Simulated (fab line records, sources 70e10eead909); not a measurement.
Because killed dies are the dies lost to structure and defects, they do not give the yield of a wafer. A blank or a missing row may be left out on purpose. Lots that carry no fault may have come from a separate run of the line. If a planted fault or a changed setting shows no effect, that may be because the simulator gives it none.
A struck lot beside a sound one ; flow nand_harc ; 14 steps out of a route of 1302
Sound: wafers L186.3, L186.4, L186.6. Struck: wafer L194.6; the same lot's L194.2 was not struck, so it is left out; see the end for the cause.
Per side, at each step with rows, come the tool, then ch with its chambers, and then its first start. Under that, the readings that differ: sound wafers ; struck wafers ; difference of the means ; sigmas: that difference in standard deviations of wafers without a fault.
alike: words and numbers the same on both sides, and readings whose means are apart by under 2 such deviations; not compared: readings that were withheld, readings missing a value for some wafer, numbers with overlapping values and no deviation given by the record, and bounds like >300 which may hide the same value.
A row with sigmas, a row that says differs or no value, or rows on one side alone: a step with any of these is where the two part. When numbers do not overlap yet have no deviation, they are printed without sigmas and do not part them. A reading missing from all wafers of one side parts the sides only when that side holds two or more wafers.

NHARC_A_SLIT_ETCH_26: etches the open film in C4F8/O2/Ar, time 90 s, target depth 400 nm.
  sound on har_etch-02 ch 0,1, day 19 22:13; struck on har_etch-01 ch 0, day 23 13:04
reading;sound;struck;difference;sigmas
he_backside_leak_sccm (sccm);4.7 6.0 4.8;7.6;+2.4;+3
  alike: drypump_motor_current_A, showerhead_plenum_p_Torr, throttle_valve_pct
  not compared: rf_hours_counter_h
then, 1 step without rows for these wafers: NHARC_A_SLIT_STRIP_28 (strips in O2/COS).
NHARC_A_SLIT_ETCH_29: etches the open film in CF4/O2, target depth 100 nm, overetch 10 nm, time 55 s.
  sound on rie_diel-10 ch 1,2,3, day 19 23:03; struck on rie_diel-01 ch 0, day 23 13:59
  alike: drypump_motor_current_A, oes_product_au, rf_vpp_V, showerhead_plenum_p_Torr, throttle_valve_pct
  not compared: rf_hours_counter_h
NHARC_A_SLIT_STRIP_18: strips in O2.
  sound: rie_diel-10 ch 0,2,3; struck: rie_diel-01 ch 1
  alike: drypump_motor_current_A, oes_product_au, rf_vpp_V, showerhead_plenum_p_Torr, throttle_valve_pct
  not compared: rf_hours_counter_h
then, 2 steps without rows for these wafers: NHARC_A_SLIT_PRECLEAN_19 (cleans in SC1); NHARC_A_SLIT_SRD_20.
NHARC_A_SLIT_CD_MEAS_21:
  sound on cd_sem-01 at day 19 23:35; struck on cd_sem-03 at day 23 14:30
  alike: cd_nm
then, 3 steps without rows for these wafers: NHARC_A_SIN_REMOVE_WET_00 (chemistry H3PO4, time 15300 s); NHARC_A_SIN_REMOVE_PRECLEAN_01 (cleans in SC1); NHARC_A_SIN_REMOVE_SRD_02.
NHARC_A_SIN_REMOVE_INSPECT_04:
  sound on defect_inspect-01 at day 20 06:13; struck on defect_inspect-02 at day 23 21:11
  alike: raw_defect_count
NHARC_A_WL_FILL_ALD_00: deposits Al2O3, target thk 3 nm, pulse time 3 s, ald cycles 30.
  sound on ald_hk-03 ch 1,3, day 20 06:16; struck on ald_hk-02 ch 0, day 23 21:20
reading;sound;struck;difference;sigmas
ald_cycles;30 30 30;41;+11;
  alike: heater_power_w, precursor_pulse_height_rel
NHARC_A_WL_FILL_RTA_01: time 5 s.
  sound on rtp_anneal-01 ch 0, day 20 06:40; struck on rtp_anneal-01 ch 0, day 23 21:32
  alike: lamp_power_pct, lamp_zone_2_pct, wafer_temp_C_max
following that, these wafers have no rows for 1 step: NHARC_END_SORT_01.

== WHERE THEY PART ==
Within this record, at NHARC_A_SLIT_ETCH_26 only. Later steps at which nothing parts them and some readings are alike: NHARC_A_SLIT_ETCH_29, NHARC_A_SLIT_STRIP_18, NHARC_A_SLIT_CD_MEAS_21, NHARC_A_SIN_REMOVE_INSPECT_04, NHARC_A_WL_FILL_ALD_00, NHARC_A_WL_FILL_RTA_01.

WHY: what had been put in by the simulator
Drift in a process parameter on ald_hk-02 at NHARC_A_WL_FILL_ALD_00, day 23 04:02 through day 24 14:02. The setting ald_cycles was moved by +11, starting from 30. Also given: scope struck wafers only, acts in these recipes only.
